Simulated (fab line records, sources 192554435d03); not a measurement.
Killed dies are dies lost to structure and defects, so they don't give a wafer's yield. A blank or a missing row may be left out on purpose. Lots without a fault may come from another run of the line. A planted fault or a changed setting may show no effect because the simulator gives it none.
Chamber matching | flow n5_finfet | N5_BEOL_M4_DESCUM_33 on rie_diel-06: 4 sister chambers
The step chemistry O2, time 7 s. 16 wafers are shown with their chamber, then 8 later ones without.

WAFERS WITH THEIR CHAMBER
wafer  | chamber | drypump_motor_current_A (A) | showerhead_plenum_p_Torr (Torr) | rf_vpp_V (V)
L075.2 | 1       | 5.60                        | 2.04                            | 242.7
L075.3 | 3       | 5.27                        | 2.13                            | 243.8
L075.5 | 1       | 5.61                        | 2.04                            | 242.1
L074.2 | 0       | 5.59                        | 2.21                            | 246.2
L074.3 | 2       | 5.77                        | 2.21                            | 245.7
L074.6 | 1       | 5.62                        | 2.04                            | 242.0
L077.3 | 1       | 5.58                        | 2.04                            | 242.6
L077.5 | 2       | 5.77                        | 2.21                            | 245.2
L077.6 | 0       | 5.60                        | 2.21                            | 244.7
L085.2 | 2       | 5.77                        | 2.21                            | 245.5
L085.3 | 0       | 5.56                        | 2.20                            | 245.5
L085.6 | 1       | 5.61                        | 2.03                            | 241.0
L089.2 | 0       | 5.60                        | 2.20                            | 245.1
L089.4 | 3       | 5.27                        | 2.12                            | 243.8
L089.5 | 1       | 5.61                        | 2.03                            | 241.0
L094.1 | 1       | 5.58                        | 2.02                            | 242.5

SIGNATURES (means of the wafers above)
reading                  | chamber 0 | chamber 1 | chamber 2 | chamber 3 | scatter within a chamber
drypump_motor_current_A  | 5.5875    | 5.6014    | 5.7700    | 5.2700    | 0.0146
showerhead_plenum_p_Torr | 2.2050    | 2.0343    | 2.2100    | 2.1250    | 0.00659
rf_vpp_V                 | 245.375   | 241.986   | 245.467   | 243.800   | 0.61
Rule: a wafer's distance from a chamber is the root of the sum, over the readings, of the square of ((its reading less the chamber's mean) divided by the reading's scatter). The wafer belongs to the nearest chamber; if the next one is less than 2 further off, it can't be placed. The scatter: the root of (the sum of the squares of (reading less its chamber's mean) over the shown wafers, divided by (wafers less chambers)).

WAFERS WITHOUT THEIR CHAMBER
wafer  | drypump_motor_current_A (A) | showerhead_plenum_p_Torr (Torr) | rf_vpp_V (V)
L094.2 | 5.75                        | 2.20                            | 246.3
L094.3 | 5.58                        | 2.19                            | 245.1
L095.1 | 5.63                        | 2.02                            | 242.1
L095.4 | 5.61                        | 2.19                            | 244.4
L095.5 | 5.58                        | 2.19                            | 243.6
L096.3 | 5.27                        | 2.11                            | 244.5
L096.5 | 5.74                        | 2.20                            | 244.9
L096.6 | 5.27                        | 2.11                            | 244.9

WHICH CHAMBER EACH WENT THROUGH
wafer  | from the rows above | in truth
L094.2 | 2                   | 2
L094.3 | 0                   | 0
L095.1 | 1                   | 1
L095.4 | 0                   | 0
L095.5 | 0                   | 0
L096.3 | 3                   | 3
L096.5 | 2                   | 2
L096.6 | 3                   | 3
Placed correctly: 8 of 8. Can't be placed from these rows: 0. Placed wrongly: 0.
